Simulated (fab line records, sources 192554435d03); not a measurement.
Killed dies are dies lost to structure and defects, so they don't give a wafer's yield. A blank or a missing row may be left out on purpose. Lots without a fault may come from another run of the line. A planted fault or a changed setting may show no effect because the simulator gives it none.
Split-lot experiment | flow n5_finfet | 7 lots, 21 wafers read, on a route of 1938 steps

THE SPLIT
At N5_BEOL_M15_TRENCH_ETCH_34 (etches SiO2 in C4F8/O2/Ar, target depth 872.93 nm, time 199 s), the setting time_s was moved away from the recipe's 199 s on 7 of the 21 wafers read, by -13.7% to +12.3%. The other wafers ran this setting at the recipe's value.

FROM THE SPLIT TO THE READING: what the file shows between them, 7 steps
- N5_BEOL_M15_STRIP_36: strips in O2
- N5_BEOL_M15_ECD_47: material Cu, target thk 1860 nm
- N5_BEOL_M15_ANNEAL_48: time 90 s
- N5_BEOL_M15_CMP_49: polishes, stops on SiO2, t overpolish 4.9 s, target thk 850 nm
- N5_BEOL_M15_THK_MEAS_50: measures by xrf
- N5_BEOL_M15_PRE_CLEAN_52: time 15 s
- N5_BEOL_M15_DEP_53: deposits SiCN from 3MS/NH3, target thk 50 nm, time 17.8 s

THE READING
M15_RS, in ohm/sq, at N5_BEOL_M15_RS_MEAS_54 (measures by four-point-probe). Fault-free wafers of this fab line usually give 0.0216 ohm/sq, standard deviation 0.00054 ohm/sq.

wafer  | tool, chamber at the split | time_s as run, s | against the recipe | M15_RS, ohm/sq | against lot-mates on the recipe
L075.1 | rie_diel-04, 2             | 223.4            | +12.3%             | 0.0187         | -0.0031
L075.3 | rie_diel-04, 0             | 223.4            | +12.3%             | 0.0192         | -0.0026
L075.6 | rie_diel-04, 3             | 199              | recipe             | 0.0218         | -
L082.2 | rie_diel-01, 1             | 220.3            | +10.7%             | 0.0197         | -0.0023
L082.4 | rie_diel-01, 3             | 220.3            | +10.7%             | 0.0201         | -0.0019
L082.6 | rie_diel-01, 2             | 199              | recipe             | 0.0220         | -
L080.1 | rie_diel-04, 1             | 199              | recipe             | 0.0205         | -
L080.2 | rie_diel-04, 2             | 179.2            | -9.9%              | 0.0233         | +0.0023
L080.4 | rie_diel-04, 3             | 199              | recipe             | 0.0216         | -
L091.2 | rie_diel-04, 3             | 215.1            | +8.1%              | 0.0199         | -0.0009
L091.3 | rie_diel-04, 1             | 199              | recipe             | 0.0208         | -
L091.4 | rie_diel-04, 2             | 199              | recipe             | 0.0208         | -
L097.1 | rie_diel-01, 2             | 199              | recipe             | 0.0216         | -
L097.2 | rie_diel-01, 1             | 199              | recipe             | 0.0220         | -
L097.3 | rie_diel-01, 3             | 171.8            | -13.7%             | 0.0255         | +0.0037
L095.2 | rie_diel-04, 3             | 199              | recipe             | 0.0217         | -
L095.3 | rie_diel-04, 0             | 199              | recipe             | 0.0215         | -
L095.4 | rie_diel-04, 1             | 199              | recipe             | 0.0203         | -
L096.1 | rie_diel-04, 0             | 199              | recipe             | 0.0214         | -
L096.4 | rie_diel-04, 2             | 199              | recipe             | 0.0207         | -
L096.5 | rie_diel-04, 3             | 199              | recipe             | 0.0216         | -

THE FIT
A straight line over all 21 wafers: M15_RS changes by -0.000206 ohm/sq for each +1% of time_s; r = -0.91; the points scatter about the line by 0.00061 ohm/sq.
The same after taking each lot's own level away (the mean of its wafers on the recipe; 21 wafers): -0.000225 ohm/sq for each +1%; r = -0.96; scatter 0.00044 ohm/sq.
On that fit, the largest move of time_s shifts the reading by 0.0031 ohm/sq.
The lots' own levels span 0.02080 to 0.02200 ohm/sq, that is 2.2 times the standard deviation above.
So the lot-to-lot level changes the slope little: the two slopes agree.
Check: with one of the wafers moved furthest among these (-13.7%) left out of the fit, the line predicts +0.00291 ohm/sq for it against its lot-mates. It came out at +0.0037 ohm/sq against them.

OTHER SPLITS ON THESE WAFERS
These wafers also went through other splits before the reading. Each is held against what the fit with the lots' levels taken away leaves over:
other split on the same wafers | wafers away from the commonest value | r with M15_RS (lot level and that fit taken away)
N5_BEOL_M15_COAT_22 spin_rpm   | 6                                    | -0.17

THE WHOLE CHAIN: every reading that the file lists as answering this split, in the file's order
step                       | what it does                                                   | reading                                                                       | change (the file's fit)               | r (the file's)
N5_BEOL_M15_TRENCH_ETCH_34 | etches SiO2 in C4F8/O2/Ar, target depth 872.93 nm, time 199 s  | etch.depth_nm (the simulator's own value, which no gauge read)                | +8.66 nm for each +1% of the setting  | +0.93
N5_BEOL_M15_CMP_49         | polishes, stops on SiO2, t overpolish 4.9 s, target thk 850 nm | Cu_of_BEOL_M15_ECD_47.thk_nm (the simulator's own value, which no gauge read) | +8.59 nm for each +1% of the setting  | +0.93
N5_BEOL_M15_THK_MEAS_50    | measures by xrf                                                | M15_THK                                                                       | +8.9 for each +1% of the setting      | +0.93
N5_BEOL_M15_RS_MEAS_54     | measures by four-point-probe                                   | M15_RS                                                                        | -0.000225 for each +1% of the setting | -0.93

THE FILE'S OWN FIT
M15_RS changes by -0.000225 ohm/sq for each +1% of time_s, r = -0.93.
